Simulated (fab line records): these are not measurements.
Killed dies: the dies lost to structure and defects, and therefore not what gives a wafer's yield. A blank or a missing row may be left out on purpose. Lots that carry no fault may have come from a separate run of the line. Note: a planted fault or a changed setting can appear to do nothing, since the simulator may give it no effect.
8D (eight disciplines) problem report, filled in by code | flow nand harc | the parts of the form that need people (team, actions taken, sign-off) are left out

1. WHAT IS WRONG
NHARC_END_SORT_01, killed at periphery: mean 216.0 over 1 wafer from 1 lot; wafers with no fault: 2.6, standard deviation 2.1. That is +99 or more standard deviations from the usual mean.
First seen on wafer L101.6, day 21 16:05, on prober-02. At this step, 6 wafers from 2 lots have a number in the record. Rule for "out" (also "out of limits"): further than 4 standard deviations from the usual mean. All remaining wafers that have a number are taken as sound.

2. WHAT IT IS AND WHAT IT IS NOT
question                    | is                                                                                                                                                      | is not
which readings at this step | killed at periphery, defect limited yield, killed dies, sort_bin_2_pct, sort_bin_3_pct, sort_bin_4_pct, sort n pass, sort rim yield pct, sort yield pct | killed at array, killed at other, killed open, killed short
which lots                  | L101                                                                                                                                                    | L116
which wafers of those lots  | L101.6                                                                                                                                                  | L101.1, L101.4
read on which gauges        | prober-02                                                                                                                                               | -
when                        | from day 21 16:05                                                                                                                                       | up to then (2 sound wafers); but 3 sound wafers of L116 came after

3. SUSPECTS, AND WHAT RULES EACH OUT
Counting: if a tool at a process step up to the reading ran every lot that is out, it stays a suspect. Sound lots after the first of them don't rule it out here, since some wafers of a struck lot are sound.
- the gauge at NHARC_END_SORT_01: kept. All the wafers that are out were read on prober-02, and no step on other tools shows them out.
- pecvd-04 at NHARC_P_M1_DEP_33 (deposits SiCN, target thk 30 nm): kept. It ran the lot that is out, L101 (day 6 18:50).
- rie diel-04 at NHARC_P_M2_ETCH_35 (etches the open film in N2/H2, target depth 40 nm, overetch 12 nm, time 43.94 s): kept. It ran the lot that is out, L101 (day 6 20:10).
- pvd sputter-01 at NHARC_P_M2_DEGAS_29 (time 60 s): kept. It ran the lot that is out, L101 (day 6 21:07).
- cmp-04 at NHARC_P_M2_CMP_23 (polishes, t overpolish 20 s, target thk 144.3 nm): kept. It ran the lot that is out, L101 (day 6 22:13).
- Within pecvd-04 at NHARC_P_M1_DEP_33, the wafers that are out were processed in chamber 1 and their sound lot-mates in chamber 0.
- Within cmp-04 at NHARC_P_M2_CMP_23: the wafers that are out ran in chamber 2; their sound lot-mates ran in chambers 1, 3.
Left after counting: pecvd-04 at NHARC_P_M1_DEP_33, rie diel-04 at NHARC_P_M2_ETCH_35, pvd sputter-01 at NHARC_P_M2_DEGAS_29, cmp-04 at NHARC_P_M2_CMP_23, prober-02 at NHARC_END_SORT_01.

4. THE CAUSE (what the simulator had put in)
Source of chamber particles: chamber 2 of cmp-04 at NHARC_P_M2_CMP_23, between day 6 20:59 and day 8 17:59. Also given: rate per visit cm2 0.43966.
Of the 5 suspects that counting leaves, this tool is one.

5. THE EFFECT CHAIN, in route order
Each row: a reading where the mean over the struck wafers with a number is more than 3 standard deviations away from the usual. Readings are gone through only where the record gives a usual standard deviation; hours: the median, over the lots, of the time from a lot's start at the first step in this table giving one to that lot's start at this step; sigmas: the change measured in usual standard deviations.
hours | step                  | reading              | usual  | on struck wafers | change | sigmas
0     | NHARC_P_M2_INSPECT_27 | raw defect count     | 295    | 658              | +363   | +3.7
353   | NHARC_END_SORT_01     | defect limited yield | 95.4 % | 66.6             | -28.8  | -18
353   | NHARC_END_SORT_01     | killed at periphery  | 2.6    | 216.0            | +213.4 | +99 or more
353   | NHARC_END_SORT_01     | killed dies          | 31     | 226              | +195   | +18
353   | NHARC_END_SORT_01     | sort_bin_2_pct       | 1.5 %  | 10.0             | +8.5   | +13
353   | NHARC_END_SORT_01     | sort_bin_3_pct       | 0.26 % | 2.66             | +2.40  | +11
353   | NHARC_END_SORT_01     | sort_bin_4_pct       | 2.9 %  | 20.7             | +17.8  | +16
353   | NHARC_END_SORT_01     | sort n pass          | 646    | 451              | -195   | -18
353   | NHARC_END_SORT_01     | sort rim yield pct   | 96.4 % | 72.6             | -23.8  | -10
353   | NHARC_END_SORT_01     | sort yield pct       | 95.4 % | 66.6             | -28.8  | -18

6. HOW IT WOULD HAVE BEEN CAUGHT EARLIER
355 hours passed between the start of the fault at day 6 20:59 and the first reading out of limits at a measuring or inspecting step in this record, taken at day 21 16:05.
An alarm limit of 4 standard deviations would not have fired on the tool readings at NHARC_P_M2_CMP_23 for which the record gives a usual standard deviation, since none of them was out on any struck wafer.
Each of the lots that are out, 1 in all, had begun NHARC_P_M2_CMP_23 on cmp-04 no later than day 21 16:05. Tool hold at that time: it would have spared none of them.
